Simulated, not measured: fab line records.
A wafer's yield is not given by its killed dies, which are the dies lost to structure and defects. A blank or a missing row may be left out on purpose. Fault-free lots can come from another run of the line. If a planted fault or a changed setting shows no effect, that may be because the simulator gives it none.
fab line records -- flow n5_finfet
record lots=4, wafers=12, last_day=17
route steps=1938 shown BEOL_M9@1461 BEOL_M10@1470
lots untouched by any fault: they come from a run of this same line in which no faults occurred
start_h: start of the lot's first displayed wafer, in hours after the record's first day -- wait_h: hours elapsed since this lot's preceding step -- " identical to the entry in the row above -- L1.1+2: a row that stands for several wafers -- - no value, or no start given -- * or withheld: withheld -- < > ~ a bound
route shown NAME@n: a module of which the file shows steps, and the number in the route of the first -- usual: the fault-free wafers' mean and standard deviation -- same: alike in all rows -- chamber/n: place in a boat -- sites: each site's reading -- _std_site: standard deviation across them -- _edge_site: outer sites' mean less inner sites' -- radius_mm: for every site, how far away it sits from the centre of the wafer -- mask NAME#n: copy n -- behind: tool/chamber where the wafer was last shaped -- hold: why the lot went on hold/how many hours it stayed there/how the hold came to an end -- device: the transistor (n, p or np) that didn't switch -- end of line: tests run on the same wafers once the route is complete -- a step without rows: its recipe alone -- killed: not the wafer's yield, but the dies lost to structure and defects at the first sort -- map: a wafer's dies, marking killed ones x, the rest . and places with no die _
set.NAME: the setting the step ran with; set.NAME@STEP: the setting that earlier step ran with -- model.NAME: the simulator's own value behind a step, which no gauge read
lots at selected steps of the route; one table per step, one row per wafer
services: a tool's chamber out of use, with start hour (start_h, from the record's first day; less than 0 if before it), hours out, and reason
## steps
# step N5_BEOL_M9_SPUTTER_48
# recipe material=Cu, target_thk_a=120, temp_c=-20, bias_v=60, power_w=26000, chamber_pressure_pa=0.13, time_s=2
# step N5_BEOL_M9_ECD_50
# recipe material=Cu, target_thk_a=3180
# step N5_BEOL_M9_ANNEAL_51
# recipe temp_c=225, time_s=90, ambient=N2
# step N5_BEOL_M9_CMP_52
# recipe stop_on=SiCOH_lowk, t_overpolish_s=7, down_force_psi=1, platen_rpm=50, clearing_platen_down_force_psi=1.5, clearing_platen_rpm=50, post_cmp_clean=cu_alkaline, target_thk_nm=140, clearing_platen_pad_velocity_m_s=0.99484, pad_velocity_m_s=0.99484
# step N5_BEOL_M9_PRE_CLEAN_55
# recipe gas=NH3, time_s=15, temp_c=withheld, rf_power_w=300
# step N5_BEOL_M9_DEP_56
# recipe material=SiCN, target_thk_a=150, temp_c=withheld, precursor=3MS/NH3, pressure_torr=3, rf_w=202, time_s=26.5
# step N5_BEOL_M10_ILD_DEP_00
# recipe material=SiCOH_lowk, target_thk_a=3085.1, temp_c=300, precursor=DEMS/porogen, pressure_torr=5, rf_w=500, time_s=58
# step N5_BEOL_M10_CURE_71
# recipe temp_c=385, time_s=240, ambient=He/Ar, material=SiCOH_lowk
# step N5_BEOL_M10_PECVD_70
# recipe material=SiO2, target_thk_a=200, temp_c=400, precursor=TEOS/O2, pressure_torr=5.5, rf_w=450, teos_flow_sccm=53.8, gas=O2, flow_sccm=3000, time_s=22.7
# usual heater_power_w=763/110, showerhead_plenum_p_Torr=8.79/0.064, showerhead_vpp_V=1347/73, susceptor_temp_C=400.02/0.22, throttle_valve_pct=22.2/0.89
lot.wafer,tool,chamber,start_h,wait_h,heater_power_w,showerhead_plenum_p_Torr,showerhead_vpp_V,susceptor_temp_C,throttle_valve_pct,model.SiO2_of_BEOL_M10_PECVD_70.thk_nm
L401.1,pecvd-04,0,282.07,0.0,929,8.84,1293,400.26,22.4,19.6
L401.5,pecvd-04,1,282.07,0.0,748,8.71,1259,400.17,22.9,20.2
L401.6,pecvd-04,0,282.07,0.0,944,8.80,1288,400.24,22.6,20
L408.2,pecvd-04,2,316.23,0.0,668,8.83,1400,366.13,20.4,24
L408.3,pecvd-04,0,316.23,0.0,887,8.83,1278,400.05,22.4,19.8
L408.5,pecvd-04,1,316.23,0.0,683,8.71,1263,399.98,22.9,20.4
L412.1,pecvd-04,0,346.76,0.0,1052,8.84,1270,400.01,22.6,20.2
L412.3,pecvd-04,2,346.76,0.0,575,8.80,1416,366.31,20.2,24
L412.6,pecvd-04,2,346.76,0.0,569,8.77,1401,366.26,20.5,24.4
L411.3,pecvd-03,0,347.64,0.0,712,8.69,1418,399.92,23.4,19.6
L411.5,pecvd-03,2,347.64,0.0,803,8.90,1297,400.29,22.2,20
L411.6,pecvd-03,1,347.64,0.0,680,8.81,1418,399.67,22.5,20
# step N5_BEOL_M10_HM_DEP_02
# recipe material=TiN, target_thk_a=200, temp_c=25, chamber_pressure_pa=0.49996
# step N5_BEOL_M10_COAT_59
# recipe resist=SOC, temp_c=250, time_s=60, spin_rpm=1500, resist_thk_nm=100
# step N5_BEOL_M10_COAT_60
# recipe resist=SiARC, temp_c=220, time_s=60, spin_rpm=1500, resist_thk_nm=30
# step N5_BEOL_M10_COAT_05
# recipe resist=CAR-ArF, spin_rpm=1500, resist_thk_nm=90
# step N5_BEOL_M10_EBR_07
# recipe solvent=PGMEA, ebr_width_mm=1.5
# step N5_BEOL_M10_SOFTBAKE_06
# recipe temp_c=110, time_s=60, resist=CAR-ArF
# step N5_BEOL_M10_EXPOSE_08
# recipe mask_id=M10, na=1.35, source_shape=dipole, sigma_inner=0.411, sigma_outer=0.611, polarization=te, dose_mj=53.75
# step N5_BEOL_M10_PEB_09
# recipe peb_temp_c=withheld, peb_time_s=60, resist=CAR-ArF
# step N5_BEOL_M10_DEVELOP_10
# recipe develop_time_s=30, developer=TMAH, resist=CAR-ArF, rinse_liquid=diw, dry=air_spin, dev_temp_c=23
# step N5_BEOL_M10_DESCUM_16
# recipe chemistry=O2, time_s=7.9, source_power_w=50, bias_power_w=20, pressure_mtorr=20, rf_frequency_hz=2.712e+07, temp_c=40, resist=CAR-ArF, o2_flow_sccm=225
# step N5_BEOL_M10_ETCH_61
# recipe chemistry=CF4, target=SiARC, target_depth_a=390, mask_material=CAR-ArF, time_s=65, ion_energy_ev=80, pressure_mtorr=40, source_w=545, bias_w=36, Ar_flow_sccm=100, cf4_flow_sccm=100, ends=cleared
# step N5_BEOL_M10_ETCH_62
# recipe chemistry=N2/H2, target=SOC, target_depth_a=1100, overetch_a=220, mask_material=SiARC, temp_c=40, time_s=165, ion_energy_ev=200, pressure_mtorr=30, source_w=840, bias_w=150, n2_flow_sccm=200, h2_flow_sccm=200
# step N5_BEOL_M10_STRIP_68
# recipe chemistry=N2/H2, temp_c=40, n2_flow_sccm=200, h2_flow_sccm=200, rf_frequency_hz=6e+07
# step N5_BEOL_M10_STRIP_67
# recipe chemistry=CF4, resist=SiARC, power_w=300, bias_power_w=75, pressure_mtorr=50, cf4_flow_sccm=150, rf_frequency_hz=6e+07
# step N5_BEOL_M10_HM_OPEN_17
# recipe chemistry=Cl2/BCl3, target_depth_a=200, overetch_a=60, target=TiN, mask_material=SOC, ion_energy_ev=150, pressure_mtorr=10, icp_w=1000, bias_w=126, Cl2_flow_sccm=53.25, bcl3_flow_sccm=21.75, Ar_flow_sccm=25
# step N5_BEOL_M10_STRIP_19
# recipe chemistry=O2, power_w=400, temp_c=40, pressure_mtorr=30, rf_frequency_hz=6e+07, bias_power_w=0, overash_fraction=0.2, o2_flow_sccm=225
# step N5_BEOL_M10_COAT_63
# recipe resist=SOC, temp_c=250, time_s=60, spin_rpm=1500, resist_thk_nm=100
# step N5_BEOL_M10_COAT_64
# recipe resist=SiARC, temp_c=220, time_s=60, spin_rpm=1500, resist_thk_nm=30
# step N5_BEOL_M10_COAT_22
# recipe resist=CAR-ArF, spin_rpm=1500, resist_thk_nm=90
# step N5_BEOL_M10_EBR_24
# recipe solvent=PGMEA, ebr_width_mm=1.5
# step N5_BEOL_M10_SOFTBAKE_23
# recipe temp_c=110, time_s=60, resist=CAR-ArF
# step N5_BEOL_M10_EXPOSE_25
# recipe mask_id=V9, na=1.35, source_shape=annular, sigma_inner=0.5, sigma_outer=0.8, polarization=unpolarized, dose_mj=85.5
# step N5_BEOL_M10_PEB_26
# recipe peb_temp_c=withheld, peb_time_s=60, resist=CAR-ArF
# step N5_BEOL_M10_DEVELOP_27
# recipe develop_time_s=30, developer=TMAH, resist=CAR-ArF, rinse_liquid=diw, dry=air_spin, dev_temp_c=23
# step N5_BEOL_M10_HM_STRIP_39
# recipe chemistry=peroxide_tin_strip, material=TiN, target_depth_a=250, temp_c=50, time_s=158
lot.wafer,tool,chamber,start_h,wait_h,model.SiO2_of_BEOL_M10_PECVD_70.thk_nm
L401.1,wet_bench-01,2,287.20,0.0,19.4
L401.5,wet_bench-01,3,287.20,0.0,20
L401.6,wet_bench-01,6,287.20,0.0,19.8
L408.2,wet_bench-05,4,318.49,0.0,23.8
L408.3,wet_bench-05,1,318.49,0.0,19.6
L408.5,wet_bench-05,0,318.49,0.0,20.2
L412.1,wet_bench-05,2,349.15,0.0,20
L412.3,wet_bench-05,0,349.15,0.0,24
L412.6,wet_bench-05,1,349.15,0.0,24.2
L411.3,wet_bench-05,6,351.54,0.0,19.4
L411.5+6,wet_bench-05,"7,5",351.54,0.0,19.8
# step N5_BEOL_M10_CMP_52
# recipe stop_on=SiCOH_lowk, t_overpolish_s=7, down_force_psi=1, platen_rpm=50, clearing_platen_down_force_psi=1.5, clearing_platen_rpm=50, post_cmp_clean=cu_alkaline, target_thk_nm=140, clearing_platen_pad_velocity_m_s=0.99484, pad_velocity_m_s=0.99484
# usual barrier_field_endpoint_s=29.0/0.62, motor_current_A=6.4/0.64
lot.wafer,tool,chamber,start_h,wait_h,barrier_field_endpoint_s,motor_current_A
L401.1,cmp-03,3,289.95,0.3,28.1,6.2
L401.5,cmp-03,3,289.95,0.3,29.1,5.9
L401.6,cmp-03,0,289.95,0.3,29.1,5.4
L408.2,cmp-04,1,322.21,0.4,33.1,6.3
L408.3,cmp-04,2,322.21,0.4,28.3,6.0
L408.5,cmp-04,1,322.21,0.4,29.0,6.1
L412.1,cmp-04,1,352.41,0.5,30.1,6.2
L412.3,cmp-04,3,352.41,0.5,34.3,6.1
L412.6,cmp-04,1,352.41,0.5,34.8,5.9
L411.3,cmp-02,3,353.56,0.2,29.4,7.6
L411.5,cmp-02,2,353.56,0.2,29.8,6.4
L411.6,cmp-02,3,353.56,0.2,30.4,7.8
## services
tool,chamber,start_h,hours,kind
pecvd-03,1,272.89,2.1,scheduled_down
cmp-04,-,276.82,1.1,repair
wet_bench-01,-,319.04,0.6,repair
cmp-02,-,328.09,3.5,repair
pecvd-03,-,331.52,6.0,pm
cmp-02,-,341.77,0.2,repair
wet_bench-05,-,346.07,2.1,repair
cmp-03,-,346.73,4.0,pm
cmp-03,-,350.73,-,consumable_replace:conditioner
cmp-03,-,350.73,-,consumable_replace:pad
## key
first_sign step=N5_BEOL_M10_PECVD_70, reading=susceptor_temp_C, direction=down, sigmas=99+, usual=*, struck=*
effect step=N5_BEOL_M10_CMP_52, reading=barrier_field_endpoint_s, direction=up, sigmas=8.2, usual=29.0, struck=34.1
model_effect step=N5_BEOL_M10_PECVD_70, value=SiO2_of_BEOL_M10_PECVD_70.thk_nm, without=20, struck=24.13
model_effect step=N5_BEOL_M10_HM_STRIP_39, value=SiO2_of_BEOL_M10_PECVD_70.thk_nm, without=19.87, struck=24
met_at N5_BEOL_M10_PECVD_70
struck_wafers L408.2,L412.3,L412.6
fault kind=process_parameter_drift, tool=pecvd-04, chamber=2, onset_h=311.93, steps=N5_BEOL_M10_PECVD_70, channel=temp_c, offset=*, shape=step, end_h=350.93, acts_in=*, stated=*
